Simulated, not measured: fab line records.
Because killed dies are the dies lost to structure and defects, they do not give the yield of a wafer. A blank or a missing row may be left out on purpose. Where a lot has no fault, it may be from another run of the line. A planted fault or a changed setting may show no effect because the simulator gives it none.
Struck lot and sound lot, side by side -- flow nandHarc -- 14 out of 1302 route steps
Sound: the wafers L605.2, L605.3, L605.5. Struck: wafers L614.1, L614.3, L614.4. The cause is given at the end.
Order at every step that has rows: each side's tool, ch and its chambers, its first start. Under that, the readings that differ: sound wafers -- struck wafers -- difference of the means -- sigmas: that difference in standard deviations of wafers without a fault.
alike: readings with means less than 2 such deviations apart, plus words and numbers identical on both sides. not compared: withheld readings, readings lacking a value on some wafer, bounds such as >300 that could conceal the same value, and numbers that have no deviation in the record and whose values overlap.
Wherever a step has rows on one side only, a row that says differs or no value, or a row with sigmas, the two part there. Numbers that don't overlap but have no deviation are shown without sigmas and don't part them. A reading that every wafer of one side lacks parts them only if that side has two wafers or more.

first, 3 steps without rows for these wafers: NHARC_A_BLC_DESCUM_15 (chemistry O2, time 3 s); NHARC_A_BLC_ETCH_16 (etches the open film in CF4, target depth 39 nm, time 65 s); NHARC_A_BLC_ETCH_17 (etches the open film in N2/H2, target depth 390 nm, time 609.38 s).
NHARC_A_BLC_ETCH_18: etches the open film in C4F8/O2/Ar, target depth 910 nm.
  sound on rieDiel-09 ch 0,1,2; struck on rieDiel-09 ch 1,2,3
  alike: oesProductAu, rfVppV
  not compared: rfHoursCounterH
NHARC_A_BLC_CD_MEAS_19:
  sound on cdSem-03, day 23 20:01; struck on cdSem-01, day 27 19:53
  alike: cdNm
NHARC_A_BLC_STRIP_29: strips in CF4.
  sound on rieDiel-13 ch 0,1,2, day 23 20:07; struck on rieDiel-09 ch 0,1,3, day 27 19:58
  alike: drypumpMotorCurrentA, oesProductAu, rfVppV, showerheadPlenumPTorr, throttleValvePct
  not compared: rfHoursCounterH
NHARC_A_BLC_STRIP_21: strips in O2.
  sound on rieDiel-13 ch 1,2, day 23 20:11; struck on rieDiel-09 ch 0,2,3, day 27 20:05
  alike: drypumpMotorCurrentA, oesProductAu, rfVppV, showerheadPlenumPTorr, throttleValvePct
  not compared: rfHoursCounterH
then, 3 steps without rows for these wafers: NHARC_A_BLC_STRIP_22 (strips in post etch residue remover, time 600 s); NHARC_A_BLC_DEGAS_30 (time 60 s); NHARC_A_BLC_PRE_CLEAN_31 (time 15 s).
NHARC_A_BLC_PVD_32: deposits Ti, target thk 5 nm, time 17.7 s.
  sound on pvdSputter-02; struck on pvdSputter-03
reading,sound,struck,difference,sigmas
chamberPressurePa (Pa),4.992 4.991 4.996,5.012 5.017 5.018,+0.023,+2
  alike: substrateTempC, throttleValvePct
NHARC_A_BLC_ALD_23: deposits TiN, target thk 3 nm, pulse time 1 s, ald cycles 150.
  sound on aldMetal-01 ch 0,1,2, day 23 20:53; struck on aldMetal-03 ch 1,2,3, day 27 20:44
  alike: heaterPowerW, precursorPulseHeightRel
NHARC_A_BLC_CVD_24: deposits W, target thk 150 nm, time 434 s.
  sound on cvdW-02 ch 0,1, day 23 21:04; struck on cvdW-02 ch 1, day 27 22:04
  alike: heaterPowerW, throttleValvePct
NHARC_A_BLC_CMP_25: polishes, t overpolish 30 s, target thk 150 nm.
  sound on cmp-01 ch 0,1,3, day 23 21:35; struck on cmp-03 ch 0,1,2, day 28 01:18
reading,sound,struck,difference,sigmas
timeToEndpointS (s),23.5 26.6 29.3,59.3 59.9 55.4,+31.7,+13
  alike: motorCurrentA, overpolishRunS

WHERE THEY PART
Last at NHARC_A_BLC_CMP_25 as far as this record goes, first at NHARC_A_BLC_PVD_32.

WHY: what the simulator had put in
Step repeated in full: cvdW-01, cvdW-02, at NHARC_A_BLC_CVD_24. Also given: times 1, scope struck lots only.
